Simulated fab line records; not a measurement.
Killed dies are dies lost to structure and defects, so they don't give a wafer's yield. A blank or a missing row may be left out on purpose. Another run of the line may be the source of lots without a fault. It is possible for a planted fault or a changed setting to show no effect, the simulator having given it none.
Which tool was responsible? | flow n5 finfet | at 1 step of a route of 1938, 24 lots with 72 wafers sampled

== WHAT EACH GAUGE READ, for each wafer ==
N5_BEOL_M3_OCD_MEAS_38. Usual: trench depth nm reads 55.6 nm (standard deviation 1.3).
lot  | measured     | on     | trench depth nm (nm) | flag
L074 | day 7 16:38  | ocd-02 | 54.8 57.1 54.6       |
L075 | day 7 23:07  | ocd-02 | 54.5 54.9 55.1       |
L076 | day 8 10:12  | ocd-01 | 53.7 57.3 55.0       |
L077 | day 8 16:11  | ocd-01 | 56.7 53.8 56.0       |
L078 | day 8 19:56  | ocd-02 | 56.2 57.3 53.5       |
L079 | day 8 19:56  | ocd-01 | 55.6 57.9 55.4       |
L080 | day 10 00:08 | ocd-01 | 56.3 53.9 57.0       |
L081 | day 10 03:33 | ocd-02 | 55.9 56.2 56.1       |
L082 | day 10 18:20 | ocd-02 | 55.0 54.8 57.4       |
L083 | day 11 16:31 | ocd-02 | 56.3 55.2 57.4       |
L084 | day 12 06:13 | ocd-01 | 56.3 56.3 57.3       |
L085 | day 12 08:56 | ocd-01 | 57.2 56.1 57.2       |
L086 | day 12 12:00 | ocd-02 | 53.2 54.8 54.2       |
L088 | day 12 14:59 | ocd-02 | 56.3 55.8 55.6       |
L089 | day 12 14:59 | ocd-01 | 53.7 53.5 53.6       |
L087 | day 12 18:37 | ocd-01 | 57.0 56.2 56.1       |
L090 | day 13 00:18 | ocd-01 | 56.2 54.8 55.7       |
L092 | day 13 00:19 | ocd-02 | 56.0 56.3 55.9       |
L091 | day 13 03:24 | ocd-01 | 53.5 54.5 54.3       |
L093 | day 13 06:04 | ocd-01 | 55.9 56.1 55.7       |
L095 | day 13 07:22 | ocd-01 | 54.0 52.7 54.1       |
L094 | day 13 07:24 | ocd-02 | 54.7 56.1 57.5       |
L096 | day 13 11:52 | ocd-02 | 54.3 56.4 54.0       |
L097 | day 14 14:52 | ocd-02 | 54.7 56.2 55.4       |

== EACH LOT AND THE TOOL THAT RAN IT (in order: tool; ch and the chambers of the sampled wafers; start) ==
The record holds no process step before these readings.

== WHAT THE TOOLS THEMSELVES READ (means of the sampled wafers that have a number; where no wafer has one, the mark that the record gives instead) ==
The record holds no such reading with a usual standard deviation.

== THE ANSWER, worked out from the rows above alone ==
Rule: lot off if the mean of its wafers having a number is beyond 3 standard deviations from the usual mean. A lot without any number at a reading at which 4 lots or more have one is off too. Where the step has rows for the other lots, those lots are counted as sound. First the gauges in route order, then the tools' own readings, where a lot's mean is used as printed above. At the first step where some lot is off, the reading lying furthest off is the one used; lots without a number count as furthest.
Across all readings shown, no lot is off: no conclusion can be drawn from this.

== WHAT THE SIMULATOR HAD INSERTED ==
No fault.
